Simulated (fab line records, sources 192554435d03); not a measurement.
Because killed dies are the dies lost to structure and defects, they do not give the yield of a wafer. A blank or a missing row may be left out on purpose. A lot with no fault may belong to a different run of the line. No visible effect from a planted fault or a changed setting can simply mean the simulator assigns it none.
Chamber matching || flow n5_finfet || N5_HKMG_FIN_ETCH_31 on rie_diel-06: 4 sister chambers
The step etches SiARC in CF4, target depth 45.5 nm, time 75.8 s. 4 wafers are shown with their chamber, then 8 later ones without.

EACH WAFER AND ITS CHAMBER
{"wafer": "L085.5", "chamber": 0, "drypump_motor_current_A (A)": 5.2}
{"wafer": "L091.4", "chamber": 2, "drypump_motor_current_A (A)": 5.3}
{"wafer": "L093.3", "chamber": 1, "drypump_motor_current_A (A)": 4.8}
{"wafer": "L094.1", "chamber": 3, "drypump_motor_current_A (A)": 6.7}

WAFERS MISSING THEIR CHAMBER
{"wafer": "L094.2", "drypump_motor_current_A (A)": 5.2}
{"wafer": "L094.5", "drypump_motor_current_A (A)": 5.4}
{"wafer": "L095.2", "drypump_motor_current_A (A)": 5.2}
{"wafer": "L095.3", "drypump_motor_current_A (A)": 5.4}
{"wafer": "L095.5", "drypump_motor_current_A (A)": 4.8}
{"wafer": "L096.2", "drypump_motor_current_A (A)": 5.4}
{"wafer": "L096.4", "drypump_motor_current_A (A)": 6.7}
{"wafer": "L096.6", "drypump_motor_current_A (A)": 5.4}

CHAMBER TAKEN BY EACH
{"wafer": "L094.2", "from the rows above": "can't be placed: 0 or 2", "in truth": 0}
{"wafer": "L094.5", "from the rows above": "can't be placed: 2 or 0", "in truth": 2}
{"wafer": "L095.2", "from the rows above": "can't be placed: 0 or 2", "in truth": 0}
{"wafer": "L095.3", "from the rows above": "can't be placed: 2 or 0", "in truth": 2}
{"wafer": "L095.5", "from the rows above": 1, "in truth": 1}
{"wafer": "L096.2", "from the rows above": "can't be placed: 2 or 0", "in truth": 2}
{"wafer": "L096.4", "from the rows above": 3, "in truth": 3}
{"wafer": "L096.6", "from the rows above": "can't be placed: 2 or 0", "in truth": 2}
Correct placement for 2 of the 8. Unplaceable from these rows: 6, with the true chamber sitting among the candidates in 6. Wrongly placed: 0.
How it was worked out, from the rows above alone: a wafer's distance from a chamber is the root of the sum, over the readings, of the square of ((its reading less the chamber's mean) divided by the reading's scatter). The wafer belongs to the nearest chamber; if the next one is less than 2 further off, it can't be placed. Each chamber's mean is taken over the wafers shown for it. The scatter: root of mean squared gap, hidden wafer to nearest shown wafer, with one shown wafer a chamber.
